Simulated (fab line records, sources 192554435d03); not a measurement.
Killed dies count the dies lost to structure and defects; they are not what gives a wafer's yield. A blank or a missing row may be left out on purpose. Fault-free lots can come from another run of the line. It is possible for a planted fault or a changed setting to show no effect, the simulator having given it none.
Split-lot trial	flow n5 finfet	on a route of 1938 steps: 7 lots, 21 wafers read

ABOUT THE SPLIT
At N5_PASSIVATION_EXPOSE_41 (exposes mask PASS OPEN, defocus 0 nm, target cd 40000 nm), the setting dose mj was moved away from the recipe's 57.25 on 7 of the 21 wafers read, by -5.1% to +7.4%. The other wafers ran this setting at the recipe's value.

FROM THE SPLIT TO THE READING: what the file shows between them, 3 steps
- N5_PASSIVATION_PEB_42
- N5_PASSIVATION_DEVELOP_43: develop time 60 s
- N5_PASSIVATION_HARDBAKE_45: time 120 s

THE READING
cd nm at N5_PASSIVATION_CD_MEAS_44, given in nm (cd target 40000 nm). Fault-free wafers of this fab line usually give 40002 nm, standard deviation 5.6 nm.

wafer	tool, chamber at the split	dose mj as run	against the recipe	cd nm, nm	against lot-mates on the recipe
L086.2	krf scanner-01, 0	57.25	recipe	40007	-
L086.3	krf scanner-01, 0	57.25	recipe	40008	-
L086.6	krf scanner-01, 0	58.85	+2.8%	40017	+10
L085.1	krf scanner-01, 0	57.25	recipe	39999	-
L085.5	krf scanner-01, 0	57.25	recipe	40007	-
L085.6	krf scanner-01, 0	55.89	-2.4%	39999	-4
L087.1	krf scanner-01, 0	57.25	recipe	39994	-
L087.4	krf scanner-01, 0	57.25	recipe	40006	-
L087.5	krf scanner-01, 0	54.35	-5.1%	39986	-14
L089.1	krf scanner-01, 0	57.25	recipe	39990	-
L089.3	krf scanner-01, 0	61.01	+6.6%	40026	+29
L089.5	krf scanner-01, 0	57.25	recipe	40004	-
L093.1	krf scanner-02, 0	57.25	recipe	40003	-
L093.2	krf scanner-02, 0	61.48	+7.4%	40023	+20
L093.4	krf scanner-02, 0	61.48	+7.4%	40030	+27
L095.1	krf scanner-01, 0	57.25	recipe	40005	-
L095.2	krf scanner-01, 0	57.25	recipe	39997	-
L095.4	krf scanner-01, 0	57.25	recipe	40002	-
L096.1	krf scanner-01, 0	59.66	+4.2%	40021	+18
L096.3	krf scanner-01, 0	57.25	recipe	40003	-
L096.4	krf scanner-01, 0	57.25	recipe	40002	-

FIT RESULTS
A straight line over all 21 wafers: cd nm changes by +3.41 nm for each +1% of dose mj; r = +0.91; the points scatter about the line by 4.9 nm.
The same after taking each lot's own level away (the mean of its wafers on the recipe; 21 wafers): +3.38 nm for each +1%; r = +0.93; scatter 4.3 nm.
That fit puts the effect of the largest move of dose mj on the reading at 25 nm.
Across the lots, their own levels run from 39997.0 to 40007.5 nm, a range of 1.9 times the standard deviation given above.
The two slopes are in agreement: the lot-to-lot level therefore moves the slope only a little.
Check: +27.8 nm against its lot-mates is what the line predicts for one of the wafers moved furthest among these (+7.4%) when that wafer is left out of the fit. Against them it came out at +20 nm.

ADDITIONAL SPLITS CARRIED BY THESE WAFERS
Before the reading, these wafers also passed through other splits. Each is held against what the fit with the lots' levels taken away leaves over:
other split on the same wafers	wafers away from the commonest value	r with cd nm (lot level and that fit taken away)
N5_BEOL_M14_TRENCH_ETCH_34 time s	5	-0.12
N5_BEOL_M15_TRENCH_ETCH_34 bias w	5	-0.29
N5_BEOL_M15_SPUTTER_44 power w	10	-0.21
N5_PASSIVATION_EXPOSE_07 dose mj	7	+0.14

FILE'S OWN FIT
cd nm changes by +3.52 nm for each +1% of dose mj, r = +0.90.
